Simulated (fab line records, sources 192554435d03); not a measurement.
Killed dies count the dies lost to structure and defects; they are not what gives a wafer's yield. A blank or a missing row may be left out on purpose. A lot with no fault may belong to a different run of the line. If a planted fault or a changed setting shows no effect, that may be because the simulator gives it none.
Lot-split experiment ; flow n5-finfet ; on a route of 1938 steps: 7 lots, 21 wafers read

ON THE SPLIT
At N5_BEOL_M11_ILD_DEP_00 (deposits SiCOH lowk from DEMS/porogen, target thk 308.51 nm, time 58 s), the setting time-s was moved away from the recipe's 58 s on 11 of the 21 wafers read, by -14.8% to +13.0%. The other wafers ran this setting at the recipe's value.

FROM THE SPLIT ON TO THE READING: in between, the file shows 1 step
- N5_BEOL_M11_CURE_71: cures SiCOH lowk, time 240 s

THE READING
Values of M11_ILD_THK in nm from N5_BEOL_M11_THK_MEAS_01. On this fab line, fault-free wafers typically give 269 nm with a standard deviation of 4.9 nm.

wafer;tool, chamber at the split;time-s as run, s;against the recipe;M11_ILD_THK, nm;against lot-mates on the recipe
L077.2;pecvd-03, 1;49.4;-14.8%;235;-38
L077.5;pecvd-03, 0;58;recipe;278;-
L077.6;pecvd-03, 2;58;recipe;267;-
L080.2;pecvd-03, 1;58;recipe;267;-
L080.3;pecvd-03, 0;62.98;+8.6%;294;+27
L080.5;pecvd-03, 0;62.98;+8.6%;297;+30
L085.2;pecvd-04, 2;58;recipe;267;-
L085.3;pecvd-04, 0;58;recipe;260;-
L085.5;pecvd-04, 2;58;recipe;276;-
L090.2;pecvd-04, 2;58;recipe;267;-
L090.4;pecvd-04, 1;54.32;-6.3%;250;-15
L090.6;pecvd-04, 0;58;recipe;263;-
L093.1;pecvd-04, 2;65.52;+13.0%;304;no lot-mate on the recipe
L093.5;pecvd-04, 2;65.52;+13.0%;308;no lot-mate on the recipe
L093.6;pecvd-04, 0;65.52;+13.0%;299;no lot-mate on the recipe
L096.3;pecvd-03, 1;53.52;-7.7%;249;-13
L096.4;pecvd-03, 2;58;recipe;262;-
L096.6;pecvd-03, 0;53.52;-7.7%;251;-11
L097.3;pecvd-03, 0;55.41;-4.5%;262;-15
L097.5;pecvd-03, 0;58;recipe;277;-
L097.6;pecvd-03, 2;55.41;-4.5%;259;-18

THE FIT
A straight line over all 21 wafers: M11_ILD_THK changes by +2.6 nm for each +1% of time-s; r = +0.97; the points scatter about the line by 5.1 nm.
The same after taking each lot's own level away (the mean of its wafers on the recipe; 18 wafers): +2.66 nm for each +1%; r = +0.95; scatter 5.2 nm.
According to that fit, moving time-s by its largest amount changes the reading by 39 nm.
From 262.0 to 277.0 nm: that is the span of the lots' own levels, equal to 3.1 times the standard deviation above.
Hence the lot-to-lot level has little effect on the slope; both slopes agree.
Check: for one of the wafers moved furthest among these (-14.8%), held out of the fit, the line's prediction against its lot-mates is -38.7 nm. Against them it came out at -37.5 nm.

OTHER SPLITS ON THESE WAFERS
Note: prior to the reading, these wafers also went through further splits. Each is held against what the fit with the lots' levels taken away leaves over:
other split on the same wafers;wafers away from the commonest value;r with M11_ILD_THK (lot level and that fit taken away)
N5_BEOL_M10_EXPOSE_08 dose-mj;5;+0.26

THE WHOLE CHAIN: every reading that the file lists as answering this split, in the file's order
step;what it does;reading;change (the file's fit);r (the file's)
N5_BEOL_M11_ILD_DEP_00;deposits SiCOH lowk from DEMS/porogen, target thk 308.51 nm, time 58 s;SiCOH_lowk_of_BEOL_M11_ILD_DEP_00.thk-nm (the simulator's own value, which no gauge read);+2.91 nm for each +1% of the setting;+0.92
N5_BEOL_M11_CURE_71;cures SiCOH lowk, time 240 s;SiCOH_lowk_of_BEOL_M11_ILD_DEP_00.thk-nm (the simulator's own value, which no gauge read);+2.57 nm for each +1% of the setting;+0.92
N5_BEOL_M11_THK_MEAS_01;;M11_ILD_THK;+2.57 for each +1% of the setting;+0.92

FILE'S OWN FIT
M11_ILD_THK changes by +2.57 nm for each +1% of time-s, r = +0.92.
